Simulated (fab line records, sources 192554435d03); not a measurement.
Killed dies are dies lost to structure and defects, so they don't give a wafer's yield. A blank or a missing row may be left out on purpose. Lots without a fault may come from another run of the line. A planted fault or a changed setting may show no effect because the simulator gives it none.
A struck lot beside a sound one | flow n5_finfet | 16 steps out of a route of 1938
Sound: wafers L198.1, L198.2, L198.6. Struck: wafer L207.5. (L207.2, L207.4 of the same lot were not struck and are left out.) The cause comes at the end.
At each step with rows: each side's tool, then ch and its chambers, then its first start. Under that, the readings that differ: sound wafers | struck wafers | difference of the means | sigmas: that difference in standard deviations of wafers without a fault.
alike: readings whose means differ by less than 2 such deviations, and words and numbers that are the same on both sides. not compared: withheld readings, readings that some wafer has no value for, bounds like >300 that may hide the same value, and numbers for which the record gives no deviation and whose values overlap.
The two part at a step that has a row with sigmas, a row that says differs or no value, or rows on one side only. Numbers that don't overlap but have no deviation are shown without sigmas and don't part them. A reading that every wafer of one side lacks parts them only if that side has two wafers or more.

first, 4 steps without rows for these wafers: N5_BEOL_M6_HM_STRIP_39 (strips TiN in peroxide tin strip, target depth 25 nm, time 158 s); N5_BEOL_M6_SRD_40 (time 30 s); N5_BEOL_M6_PRECLEAN_42 (cleans in residue remover, time 60 s); N5_BEOL_M6_SRD_43 (time 30 s).
N5_BEOL_M6_CD_MEAS_35: target cd 40 nm, target cd y 28 nm.
  sound on cd_sem-01, day 10 11:23; struck on cd_sem-03, day 13 16:05
  alike: cd_nm
N5_BEOL_M6_CURE_75: cures SiCOH lowk, time 120 s.
  sound on uv_cure-02 ch 0, day 10 11:30; struck on uv_cure-01 ch 0, day 13 16:11
  alike: lamp_power_pct, wafer_temp_C_max
N5_BEOL_M6_DEGAS_44: time 60 s.
  sound on pvd_sputter-03, day 10 14:49; struck on pvd_sputter-02, day 13 16:31
  alike: heater_power_w
N5_BEOL_M6_PRE_CLEAN_45: time 30 s.
  sound on pvd_sputter-03, day 10 14:52; struck on pvd_sputter-02, day 13 16:33
  alike: heater_power_w
then, 1 step without rows for these wafers: N5_BEOL_M6_ALD_77 (deposits TaN, target thk 2 nm, pulse time 2 s, purge time 3 s).
N5_BEOL_M6_SURFACE_TREAT_79:
  sound on pvd_sputter-01, day 10 15:16; struck on pvd_sputter-01, day 13 16:59
  not compared: throttle_valve_pct
then, 1 step without rows for these wafers: N5_BEOL_M6_CVD_78 (deposits Co from CCTBA/H2, target thk 2 nm, time 142.3 s).
N5_BEOL_M6_SPUTTER_48: material Cu, target thk 10 nm, time 1.667 s.
  sound on pvd_sputter-01, day 10 15:50; struck on pvd_sputter-03, day 13 17:10
  alike: throttle_valve_pct
N5_BEOL_M6_ECD_50: material Cu, target thk 300 nm.
  sound on ecd_cu-01 ch 0,1, day 10 15:58; struck on ecd_cu-02 ch 0, day 13 17:17
  reading                                | sound           | struck | difference | sigmas
  model.Cu_of_BEOL_M6_ECD_50.thk_nm (nm) | 301.4 302.6 303 | 548    | +246       |
then, 1 step without rows for these wafers: N5_BEOL_M6_ANNEAL_51 (time 90 s).
N5_BEOL_M6_CMP_52: polishes, stops on SiCOH lowk, t overpolish 6.9 s, target thk 80 nm.
  sound on cmp-01 ch 0,2,3, day 10 16:32; struck on cmp-02 ch 2, day 13 17:55
  reading                | sound    | struck | difference | sigmas
  time_to_endpoint_s (s) | 59 59 58 | 120    | +61        | +20
  alike: clearing_platen_rpm, motor_current_A
N5_BEOL_M6_THK_MEAS_53: measures by xrf.
  sound on film_metro-02, day 10 16:47; struck on film_metro-01, day 13 18:08
  alike: M6_THK

WHERE THEY PART
Only at N5_BEOL_M6_CMP_52, within this record. Later steps at which nothing parts them and some readings are alike: N5_BEOL_M6_THK_MEAS_53.

WHY: what the simulator had put in
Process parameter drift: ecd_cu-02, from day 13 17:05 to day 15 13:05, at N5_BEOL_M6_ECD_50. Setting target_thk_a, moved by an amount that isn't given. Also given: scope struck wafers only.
